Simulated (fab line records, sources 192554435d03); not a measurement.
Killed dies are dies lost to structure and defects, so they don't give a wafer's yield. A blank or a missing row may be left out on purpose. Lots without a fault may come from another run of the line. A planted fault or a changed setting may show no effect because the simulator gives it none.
Problem report in the 8D (eight disciplines) form, filled by code | flow n5_finfet | the parts of the form that need people (team, actions taken, sign-off) are left out

1. THE PROBLEM
spin_speed_rpm at N5_BEOL_M7_COAT_59 reads a mean of 1409.8 rpm on 6 wafers of 2 lots; wafers without a fault read 1500.1 rpm with a standard deviation of 1.1. That is -82 standard deviations from the usual mean.
The step: time 60 s, resist thk 100 nm.
First seen on wafer L692.1, day 14 10:10, on litho_track-04. The record holds 36 wafers of 12 lots with a number at this step. Rule for "out", or "out of limits": more than 4 standard deviations from the usual mean. The other wafers with a number count as sound.

2. WHAT IT IS AND WHAT IT IS NOT
question                    | is                     | is not
which readings at this step | spin_speed_rpm         | heater_power_total_W, resist_line_temp_C
which lots                  | L692, L693             | L674, L675, L676, L678, L679, L682, L684, L686, L691, L696
which wafers of those lots  | all that have a number | -
read on which tools         | litho_track-04         | litho_track-01, litho_track-03
when                        | from day 14 10:10      | up to then (27 sound wafers); but 3 sound wafers of L696 came after

3. SUSPECTS, AND WHAT RULES EACH OUT
Counting: a tool at a process step up to the reading stays a suspect if it ran every lot that is out and no sound lot after the first of them.
- litho_track-04 at N5_BEOL_M7_COAT_59 (time 60 s, resist thk 100 nm): kept. It ran every lot that is out, first L692 (day 14 10:10), and no sound lot after that; its last sound lot up to then is L684 (day 12 20:37). Its own readings are out on those wafers: spin_speed_rpm.
Left after counting: litho_track-04 at N5_BEOL_M7_COAT_59.

4. THE CAUSE (what the simulator had put in)
Process parameter drift: litho_track-04, from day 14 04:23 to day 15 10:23, at N5_BEOL_M7_COAT_59. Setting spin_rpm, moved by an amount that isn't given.
Counting left only this tool.

5. THE CHAIN OF EFFECTS, in route order
Each row: a reading whose mean over the struck wafers that have a number lies more than 3 standard deviations from the usual. Only readings for which the record gives a usual standard deviation are gone through. hours: the time from each lot's start at the first step in this table that gives one to its start at this step, as a median over the lots. sigmas: the change in usual standard deviations.
hours | step               | reading        | usual      | on struck wafers | change | sigmas
0     | N5_BEOL_M7_COAT_59 | spin_speed_rpm | 1500.1 rpm | 1409.8           | -90.3  | -82
The process steps in it:
- N5_BEOL_M7_COAT_59: time 60 s, resist thk 100 nm.

6. WHAT WOULD HAVE CAUGHT IT SOONER
In this record the first reading out of limits was taken at day 14 10:10, 6 hours after the fault began at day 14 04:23.
